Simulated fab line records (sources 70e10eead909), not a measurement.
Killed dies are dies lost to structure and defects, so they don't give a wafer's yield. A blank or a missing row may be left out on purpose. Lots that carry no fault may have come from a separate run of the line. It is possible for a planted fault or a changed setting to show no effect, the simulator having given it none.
Chamber matching | flow nand-harc | NHARC_A_STAIRCASE_TRIM_229 on rie-diel-01: 4 sister chambers
The step chemistry O2, time 211.2 s. 8 wafers are shown with their chamber, then 8 later ones without.

== WAFERS PAIRED WITH THEIR CHAMBERS ==
wafer  | chamber | drypump-motor-current-A (A) | showerhead-plenum-p-Torr (Torr)
L074.5 | 2       | 5.3                         | 3.53
L078.5 | 2       | 5.2                         | 3.53
L080.4 | 1       | 4.8                         | 3.49
L080.5 | 0       | 6.3                         | 3.40
L082.2 | 0       | 6.3                         | 3.40
L082.4 | 1       | 4.8                         | 3.49
L082.6 | 3       | 5.7                         | 3.47
L084.1 | 3       | 5.7                         | 3.46

== WAFERS WITH NO CHAMBER GIVEN ==
wafer  | drypump-motor-current-A (A) | showerhead-plenum-p-Torr (Torr)
L084.2 | 6.3                         | 3.40
L084.3 | 5.2                         | 3.52
L088.3 | 5.6                         | 3.45
L088.5 | 4.8                         | 3.48
L088.6 | 5.2                         | 3.51
L097.1 | 5.2                         | 3.49
L097.3 | 6.3                         | 3.37
L097.4 | 4.8                         | 3.46

== WHICH CHAMBER EACH ONE RAN IN ==
wafer  | from the rows above     | in truth
L084.2 | 0                       | 0
L084.3 | 2                       | 2
L088.3 | 3                       | 3
L088.5 | 1                       | 1
L088.6 | 2                       | 2
L097.1 | can't be placed: 1 or 2 | 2
L097.3 | 0                       | 0
L097.4 | 1                       | 1
Placed correctly: 7 of 8. These rows do not allow placing 1 (true chamber among the candidates in 1). 0 placed wrongly.
How it was worked out, from the rows above alone: a wafer's distance from a chamber is the root of the sum, over the readings, of the square of ((its reading less the chamber's mean) divided by the reading's scatter). The wafer belongs to the nearest chamber; if the next one is less than 2 further off, it can't be placed. Each chamber's mean is taken over the wafers shown for it. The scatter: the root of (the sum of the squares of (reading less its chamber's mean) over the shown wafers, divided by (wafers less chambers)).
